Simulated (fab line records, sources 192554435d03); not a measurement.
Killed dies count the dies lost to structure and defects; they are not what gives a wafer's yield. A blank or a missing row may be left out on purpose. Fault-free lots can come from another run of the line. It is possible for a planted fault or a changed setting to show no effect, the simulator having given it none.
2 desks looking at one fault :: flow n5Finfet :: numbers are kept per desk, each desk with only its own; the story behind them comes last

## THE TOOL OWNER'S DESK: cmp-01
The tool's own readings at N5_BEOL_M9_CMP_52 (polishes, stops on SiCOH lowk, t overpolish 7 s, target thk 140 nm): means of the sampled wafers that have a number, for each lot that ran on this tool. The brackets show how far a lot's mean lies from the usual mean; more than 4 standard deviations puts the lot out of limits, marked OUT.
Columns: A = barrierFieldEndpointS at N5_BEOL_M9_CMP_52, usual 29.0 s; B = motorCurrentA at N5_BEOL_M9_CMP_52, usual 6.4 A; C = overpolishRunS at N5_BEOL_M9_CMP_52, usual 6.998 s; D = timeToEndpointS at N5_BEOL_M9_CMP_52, usual 66 s
lot: L798
first seen here: day 9 22:11
A: 28.8
B: 7.2
C: 6.993
D: 70

lot: L799
first seen here: day 10 08:37
A: 28.8
B: 7.0
C: 7.006
D: 65

lot: L809
first seen here: day 12 18:15
A: 29.0
B: 7.2
C: 6.994
D: 66

lot: L814
first seen here: day 14 07:05
A: 15.9 (-18) OUT
B: 7.2
C: 6.995
D: 32 (-9.9) OUT
This desk's finding: out of limits on L814; first on L814, day 14 07:05 (barrierFieldEndpointS at N5_BEOL_M9_CMP_52). L798, L799, L809 stayed within limits.

## AT THE METROLOGY DESK
What the gauges read, lot by lot, whatever tool the lot ran on: means of the sampled wafers that have a number. The brackets show how far a lot's mean lies from the usual mean; more than 4 standard deviations puts the lot out of limits, marked OUT.
Columns: A = trenchDepthNm at N5_BEOL_M9_OCD_MEAS_38, usual 151.6 nm
lot: L798
first seen here: day 9 18:14
A: 151.1

lot: L797
first seen here: day 10 05:36
A: 151.9

lot: L799
first seen here: day 10 05:41
A: 149.6

lot: L800
first seen here: day 10 21:59
A: 151.3

lot: L801
first seen here: day 11 01:02
A: 150.6

lot: L803
first seen here: day 11 06:44
A: 151.7

lot: L805
first seen here: day 12 03:17
A: 150.1

lot: L808
first seen here: day 12 15:28
A: 148.8

lot: L807
first seen here: day 12 15:51
A: 155.6

lot: L809
first seen here: day 12 15:53
A: 150.5

lot: L814
first seen here: day 14 04:23
A: 147.1

lot: L819
first seen here: day 15 14:56
A: 156.5

lot: L820
first seen here: day 15 17:23
A: 148.9
Finding of this desk: none of the 13 lots has anything out of limits.

## TAKEN TOGETHER
The tool owner's desk had the chance to raise an alarm at day 14 07:05 on L814.
The metrology desk saw nothing out of limits.
The metrology desk holds a record of L814, inside its limits.
All the named lots went through N5_BEOL_M9_CMP_52 on cmp-01.

## WHAT HAD BEEN PUT IN BY THE SIMULATOR
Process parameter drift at N5_BEOL_M9_CMP_52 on cmp-01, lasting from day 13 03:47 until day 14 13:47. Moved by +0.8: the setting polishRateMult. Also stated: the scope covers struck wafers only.
Shown lots that were struck: L814.
Each desk's first reading out of limits, in hours after the fault started: the tool owner's desk, 27.
